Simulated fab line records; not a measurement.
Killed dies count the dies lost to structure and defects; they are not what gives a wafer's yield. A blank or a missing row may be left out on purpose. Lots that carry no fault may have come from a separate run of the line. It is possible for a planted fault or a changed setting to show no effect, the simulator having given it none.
A struck lot beside a sound one | flow n5 finfet | 16 out of 1938 route steps
Sound: these wafers, L746.2, L746.3, L746.5. Wafers struck: L754.3, L754.4, L754.5. The cause is given at the end.
Per side, at each step with rows, come the tool, then ch with its chambers, and then its first start. Under that, the readings that differ: sound wafers | struck wafers | difference of the means | sigmas: that difference in standard deviations of wafers without a fault.
alike: same words and numbers on both sides, and readings whose means sit less than 2 such deviations apart. not compared: any withheld reading, any reading some wafer has no value for, any bound like >300 that may hide the same value, and any number with overlapping values for which the record gives no deviation.
The two part at a step that has a row with sigmas, a row that says differs or no value, or rows on one side only. Numbers that have no deviation but don't overlap get no sigmas and don't part them. A reading that every wafer of one side lacks parts them only if that side has two wafers or more.

first, 6 steps without rows for these wafers: N5_BEOL_M2_COAT_22 (resist thk 30 nm); N5_BEOL_M2_EBR_24; N5_BEOL_M2_SOFTBAKE_23 (time 60 s); N5_BEOL_M2_EXPOSE_25 (exposes mask V1, defocus 5 nm); N5_BEOL_M2_PEB_26 (peb time 60 s); N5_BEOL_M2_DEVELOP_27 (develop time 30 s).
N5_BEOL_M2_CD_MEAS_28: target cd 26.2 nm, target cd y 24.1 nm.
  sound on cd sem-03 ch 0, day 9 01:39; struck on cd sem-01 ch 0, day 11 13:12
  alike: cd nm
N5_BEOL_M2_OVL_MEAS_29:
  sound on overlay-02 ch 0, day 9 01:41; struck on overlay-01 ch 0, day 11 13:14
  alike: V1_OVL
N5_BEOL_M2_INSPECT_30: inspects for defects (brightfield).
  sound on defect inspect-01, day 9 01:44; struck on defect inspect-01, day 11 13:17
  alike: raw defect count
N5_BEOL_M2_DESCUM_33: chemistry O2, time 7 s.
  sound on rie diel-06 ch 1,2, day 9 01:46; struck on rie diel-02 ch 0,1, day 11 13:19
  alike: drypump motor current A, oes product au, rf vpp V, showerhead plenum p Torr, throttle valve pct
  not compared: rf hours counter h
N5_BEOL_M2_ETCH_77: etches underlayer in N2/H2, target depth 6.5 nm, time 5.2 s.
  sound on rie diel-06 ch 1,2, day 9 01:49; struck on rie diel-02 ch 0,1, day 11 13:21
  alike: drypump motor current A, etch rf on time s, oes product au, rf vpp V, showerhead plenum p Torr, throttle valve pct
  not compared: rf hours counter h
N5_BEOL_M2_ETCH_69: etches SiARC in CF4, target depth 15.6 nm, time 26 s.
  sound on rie diel-06 ch 1,2, day 9 01:49; struck on rie diel-02 ch 0,1, day 11 13:22
  alike: drypump motor current A, etch rf on time s, oes product au, rf vpp V, showerhead plenum p Torr, throttle valve pct
  not compared: rf hours counter h
N5_BEOL_M2_ALD_98: deposits SiO2, target thk 2.5 nm, pulse time 1 s, co reactant pulse time 1 s.
  sound on ald sin-04 ch 1,3, day 9 02:05; struck on ald sin-03 ch 1,2,3, day 11 13:41
  reading              | sound              | struck               | difference | sigmas
  susceptor temp C (C) | 100.24 99.84 99.97 | 103.44 103.73 103.70 | +3.61      | +28
  alike: heater power w, precursor pulse height rel
N5_BEOL_M2_ETCHBACK_99: etches SiO2 in CHF3, target depth 5 nm, time 10.4 s.
  sound on rie diel-03 ch 0,2,3, day 9 07:08; struck on rie diel-03 ch 1,2, day 11 18:03
  alike: drypump motor current A, oes product au, rf vpp V, showerhead plenum p Torr, throttle valve pct
  not compared: rf hours counter h
-- a jump in the record: the struck wafers' starts before and after are 2 days apart (it breaks off in module BEOL_M2 and resumes in module BEOL_M4, where the first step shown is number 1111 of the route) --
N5_BEOL_M4_RC_MEAS_101:
  sound on prober-01 ch 0, day 11 14:52; struck on prober-02 ch 0, day 13 22:15
  reading        | sound          | struck         | difference | sigmas
  DIBL_N (mV/V)  | 37.6 40.7 37.5 | 34.7 35.7 34.7 | -3.6       | -2
  DIBL_P (mV/V)  | 37.0 41.1 37.5 | 33.3 34.1 33.7 | -4.8       | -2
  IOFF_P (nA/um) | 0.28 0.41 0.29 | 0.18 0.19 0.19 | -0.14      | -3
  SS_N (mV/dec)  | 72.1 73.0 72.6 | 71.3 71.6 70.9 | -1.3       | -2
  VT_P (mV)      | -244 -240 -242 | -253 -253 -253 | -11        | -3
  alike: IOFF_N, ION_N, ION_P, SS_P, VT_N
-- here the record skips 5 days between the struck wafers' starts before and after, leaving off in module BEOL_M4 and picking up in module PASSIVATION (first step shown: number 1936 of the route) --
N5_PASSIVATION_PROBE_49:
  sound on prober-01, day 16 12:52; struck on prober-01, day 18 14:07
  alike: defect limited yield, killed_at_M0_to_M3, killed_at_M4_up, killed at contacts, killed at front end, killed at other, killed dies, killed on rim, killed open, killed short, sort_bin_5_function, sort_bin_6_memory, sort n pass, sort yield pct

WHERE THEY PART
First at N5_BEOL_M2_ALD_98; last, within this record, at N5_BEOL_M4_RC_MEAS_101. Later steps at which nothing parts them and some readings are alike: N5_PASSIVATION_PROBE_49.

WHY: what had been put in by the simulator
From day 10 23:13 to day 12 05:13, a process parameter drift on ald sin-03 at N5_BEOL_M2_ALD_98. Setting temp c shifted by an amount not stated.
